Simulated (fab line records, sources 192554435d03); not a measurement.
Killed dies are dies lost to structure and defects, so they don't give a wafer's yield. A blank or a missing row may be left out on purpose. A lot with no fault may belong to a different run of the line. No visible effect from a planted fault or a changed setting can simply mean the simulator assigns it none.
Lot-split experiment || flow n5 finfet || 21 wafers read from 7 lots, route of 1938 steps

THE SPLIT ITSELF
At N5_FIN_CUT_COAT_19 (time 60 s, resist thk 20 nm), the setting spin rpm was moved away from the recipe's 1500 rpm on 4 of the 21 wafers read, by -11.2% to +6.4%. This setting was run at the recipe's value on the other wafers.

FROM THE SPLIT TO THE READING: what the file shows between them, 4 steps
- N5_FIN_CUT_COAT_29: time 60 s, resist thk 10 nm
- N5_FIN_CUT_COAT_02: resist thk 30 nm
- N5_FIN_CUT_DESCUM_13: chemistry O2, time 7 s
- N5_FIN_CUT_ETCH_30: etches underlayer in N2/H2, target depth 13 nm, time 10.4 s

THE READING
etch.depth nm (the simulator's own value, which no gauge read), in nm, at N5_FIN_CUT_ETCH_20 (etches SiARC in CF4, target depth 26 nm, time 43.3 s). There is no usual value for it anywhere in the file. The 17 wafers here that ran the recipe average 20.02 nm, standard deviation 0.056 nm.

{"wafer": "L077.1", "tool, chamber at the split": "litho track-03, 0", "spin rpm as run, rpm": 1500, "against the recipe": "recipe", "etch.depth nm, nm": 19.95, "against lot-mates on the recipe": "-"}
{"wafer": "L077.3", "tool, chamber at the split": "litho track-03, 0", "spin rpm as run, rpm": 1500, "against the recipe": "recipe", "etch.depth nm, nm": 19.94, "against lot-mates on the recipe": "-"}
{"wafer": "L077.5", "tool, chamber at the split": "litho track-03, 0", "spin rpm as run, rpm": 1500, "against the recipe": "recipe", "etch.depth nm, nm": 19.94, "against lot-mates on the recipe": "-"}
{"wafer": "L082.1", "tool, chamber at the split": "litho track-03, 0", "spin rpm as run, rpm": 1500, "against the recipe": "recipe", "etch.depth nm, nm": 20.06, "against lot-mates on the recipe": "-"}
{"wafer": "L082.3", "tool, chamber at the split": "litho track-03, 0", "spin rpm as run, rpm": 1500, "against the recipe": "recipe", "etch.depth nm, nm": 20, "against lot-mates on the recipe": "-"}
{"wafer": "L082.5", "tool, chamber at the split": "litho track-03, 0", "spin rpm as run, rpm": 1500, "against the recipe": "recipe", "etch.depth nm, nm": 20.06, "against lot-mates on the recipe": "-"}
{"wafer": "L087.2", "tool, chamber at the split": "litho track-02, 0", "spin rpm as run, rpm": 1500, "against the recipe": "recipe", "etch.depth nm, nm": 20.04, "against lot-mates on the recipe": "-"}
{"wafer": "L087.3", "tool, chamber at the split": "litho track-02, 0", "spin rpm as run, rpm": 1500, "against the recipe": "recipe", "etch.depth nm, nm": 20.08, "against lot-mates on the recipe": "-"}
{"wafer": "L087.5", "tool, chamber at the split": "litho track-02, 0", "spin rpm as run, rpm": 1500, "against the recipe": "recipe", "etch.depth nm, nm": 19.98, "against lot-mates on the recipe": "-"}
{"wafer": "L092.3", "tool, chamber at the split": "litho track-02, 0", "spin rpm as run, rpm": 1500, "against the recipe": "recipe", "etch.depth nm, nm": 20.04, "against lot-mates on the recipe": "-"}
{"wafer": "L092.4", "tool, chamber at the split": "litho track-02, 0", "spin rpm as run, rpm": 1500, "against the recipe": "recipe", "etch.depth nm, nm": 20.05, "against lot-mates on the recipe": "-"}
{"wafer": "L092.6", "tool, chamber at the split": "litho track-02, 0", "spin rpm as run, rpm": 1596, "against the recipe": "+6.4%", "etch.depth nm, nm": 19.43, "against lot-mates on the recipe": -0.62}
{"wafer": "L094.1", "tool, chamber at the split": "litho track-02, 0", "spin rpm as run, rpm": 1500, "against the recipe": "recipe", "etch.depth nm, nm": 19.99, "against lot-mates on the recipe": "-"}
{"wafer": "L094.3", "tool, chamber at the split": "litho track-02, 0", "spin rpm as run, rpm": 1500, "against the recipe": "recipe", "etch.depth nm, nm": 20.09, "against lot-mates on the recipe": "-"}
{"wafer": "L094.4", "tool, chamber at the split": "litho track-02, 0", "spin rpm as run, rpm": 1500, "against the recipe": "recipe", "etch.depth nm, nm": 20.09, "against lot-mates on the recipe": "-"}
{"wafer": "L095.1", "tool, chamber at the split": "litho track-04, 0", "spin rpm as run, rpm": 1500, "against the recipe": "recipe", "etch.depth nm, nm": 19.9, "against lot-mates on the recipe": "-"}
{"wafer": "L095.2", "tool, chamber at the split": "litho track-04, 0", "spin rpm as run, rpm": 1420, "against the recipe": "-5.3%", "etch.depth nm, nm": 20.51, "against lot-mates on the recipe": "+0.61"}
{"wafer": "L095.3", "tool, chamber at the split": "litho track-04, 0", "spin rpm as run, rpm": 1420, "against the recipe": "-5.3%", "etch.depth nm, nm": 20.49, "against lot-mates on the recipe": "+0.59"}
{"wafer": "L097.3", "tool, chamber at the split": "litho track-04, 0", "spin rpm as run, rpm": 1500, "against the recipe": "recipe", "etch.depth nm, nm": 20.03, "against lot-mates on the recipe": "-"}
{"wafer": "L097.4", "tool, chamber at the split": "litho track-04, 0", "spin rpm as run, rpm": 1332, "against the recipe": "-11.2%", "etch.depth nm, nm": 21.33, "against lot-mates on the recipe": "+1.29"}
{"wafer": "L097.6", "tool, chamber at the split": "litho track-04, 0", "spin rpm as run, rpm": 1500, "against the recipe": "recipe", "etch.depth nm, nm": 20.05, "against lot-mates on the recipe": "-"}

THE FIT
A straight line over all 21 wafers: etch.depth nm changes by -0.106 nm for each +1% of spin rpm; r = -0.98; the points scatter about the line by 0.07 nm.
The same after taking each lot's own level away (the mean of its wafers on the recipe; 21 wafers): -0.11 nm for each +1%; r = -1.00; scatter 0.036 nm.
On that fit, the largest move of spin rpm shifts the reading by 1.2 nm.
Measured against the standard deviation above, the lots' own levels, which go from 19.900 to 20.057 nm, span 2.8 times it.
So the lot-to-lot level changes the slope little: the two slopes agree.
Check: with one of the wafers moved furthest among these (-11.2%) left out of the fit, the line predicts +1.19 nm for it against its lot-mates. It came out at +1.29 nm against them.

THE OTHER SPLITS THESE WAFERS WENT THROUGH
Note: prior to the reading, these wafers also went through further splits. Each is held against what the fit with the lots' levels taken away leaves over:
{"other split on the same wafers": "N5_WELL_APT_PEB_06 peb temp c", "wafers away from the commonest value": 4, "r with etch.depth nm (lot level and that fit taken away)": "+0.00"}
{"other split on the same wafers": "N5_PMOS_HMC_CHANNEL_EPI_PEB_07 peb time s", "wafers away from the commonest value": 7, "r with etch.depth nm (lot level and that fit taken away)": -0.01}
{"other split on the same wafers": "N5_PMOS_HMC_CHANNEL_EPI_DEVELOP_08 develop time s", "wafers away from the commonest value": 7, "r with etch.depth nm (lot level and that fit taken away)": -0.38}

THE WHOLE CHAIN: every reading that the file lists as answering this split, in the file's order
{"step": "N5_FIN_CUT_COAT_19", "what it does": "time 60 s, resist thk 20 nm", "reading": "SiARC_of_FIN_CUT_COAT_19.thk nm (the simulator's own value, which no gauge read)", "change (the file's fit)": "-0.114 nm for each +1% of the setting", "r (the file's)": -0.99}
{"step": "N5_FIN_CUT_ETCH_20", "what it does": "etches SiARC in CF4, target depth 26 nm, time 43.3 s", "reading": "etch rf on time s", "change (the file's fit)": "withheld for each +1% of the setting", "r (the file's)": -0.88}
{"step": "N5_FIN_CUT_ETCH_20", "what it does": "etches SiARC in CF4, target depth 26 nm, time 43.3 s", "reading": "etch.depth nm (the simulator's own value, which no gauge read)", "change (the file's fit)": "-0.11 nm for each +1% of the setting", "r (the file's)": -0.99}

THE FILE'S OWN FIT
etch.depth nm changes by -0.11 nm for each +1% of spin rpm, r = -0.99.
